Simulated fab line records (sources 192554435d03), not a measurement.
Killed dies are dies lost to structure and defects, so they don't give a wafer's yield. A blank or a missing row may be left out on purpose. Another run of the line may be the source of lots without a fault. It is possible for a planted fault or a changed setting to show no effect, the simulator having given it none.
Problem report, 8D (eight disciplines) form, completed by code / flow n5 finfet / the parts of the form that need people (team, actions taken, sign-off) are left out

## 1. PROBLEM STATEMENT
Wafers with no fault read 165.4 s with a standard deviation of 0.58, whereas run length s at N5_BEOL_M6_CVD_78 reads a mean of 162.5 s on 1 wafer of 1 lot. That puts it -5.0 standard deviations away from the usual mean.
The step: deposits Co from CCTBA/H2, target thk 2 nm, time 142.3 s.
Earliest sighting: wafer L267.6 on cvd co-02 at day 13 15:49. Wafers with a number at this step in the record: 35, from 12 lots. Rule for "out", or "out of limits": more than 4 standard deviations from the usual mean. Any other wafer with a number is counted as sound.

## 2. WHAT IT IS; WHAT IT IS NOT
question=which readings at this step; is=run length s; is not=chamber pressure Torr
question=which lots; is=L267; is not=L251, L253, L254, L255, L256, L257, L258, L259, L261, L263, L264
question=which wafers of those lots; is=L267.6; is not=L267.1
question=read on which tools; is=cvd co-02; is not=cvd co-01
question=when; is=from day 13 15:49; is not=up to then (34 sound wafers)

## 3. THE SUSPECTS, EACH WITH WHAT RULES IT OUT
Counting: if a tool at a process step up to the reading ran every lot that is out, it stays a suspect. Sound lots after the first of them don't rule it out here, since some wafers of a struck lot are sound.
- uv cure-03 at N5_BEOL_M6_CURE_75 (cures SiCOH lowk, time 120 s): kept. L267, the lot that is out, went through it at day 13 14:10; up to then, the latest sound lot through it was L263 at day 12 05:38.
- pvd sputter-01 at N5_BEOL_M6_DEGAS_44 (time 60 s): kept. L267, the lot that is out, went through it at day 13 14:43; up to then, the latest sound lot through it was L257 at day 10 21:05.
- pvd sputter-01 at N5_BEOL_M6_PRE_CLEAN_45 (time 30 s): kept. L267, the lot that is out, went through it at day 13 14:45; up to then, the latest sound lot through it was L257 at day 10 21:07.
- cvd co-02 at N5_BEOL_M6_CVD_78 (deposits Co from CCTBA/H2, target thk 2 nm, time 142.3 s): kept. L267, the lot that is out, went through it at day 13 15:49; up to then, the latest sound lot through it was L263 at day 12 06:22. Its own readings are out on those wafers: run length s.
Left after counting: uv cure-03 at N5_BEOL_M6_CURE_75, pvd sputter-01 at N5_BEOL_M6_DEGAS_44, pvd sputter-01 at N5_BEOL_M6_PRE_CLEAN_45, cvd co-02 at N5_BEOL_M6_CVD_78.

## 4. THE CAUSE (what the simulator had put in)
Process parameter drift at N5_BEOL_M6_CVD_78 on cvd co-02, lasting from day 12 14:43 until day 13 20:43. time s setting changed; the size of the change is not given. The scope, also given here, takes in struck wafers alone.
4 suspects survive the count, and this tool is in that group.

## 5. THE EFFECT CHAIN, in route order
Each row: a reading whose mean over the struck wafers that have a number lies more than 3 standard deviations from the usual. Scope: only readings with a usual standard deviation given in the record; hours: median across lots of the time from each lot's start at the first step in this table that gives one to its start at this step; sigmas: change in usual standard deviations.
hours=0; step=N5_BEOL_M6_CVD_78; reading=run length s; usual=165.4 s; on struck wafers=162.5; change=-2.9; sigmas=-5.0
Here are the process steps it includes:
- N5_BEOL_M6_CVD_78: deposits Co from CCTBA/H2, target thk 2 nm, time 142.3 s.

## 6. HOW IT WOULD HAVE BEEN CAUGHT EARLIER
First out-of-limits reading in this record: day 13 15:49, which is 25 hours after fault onset at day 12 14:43.
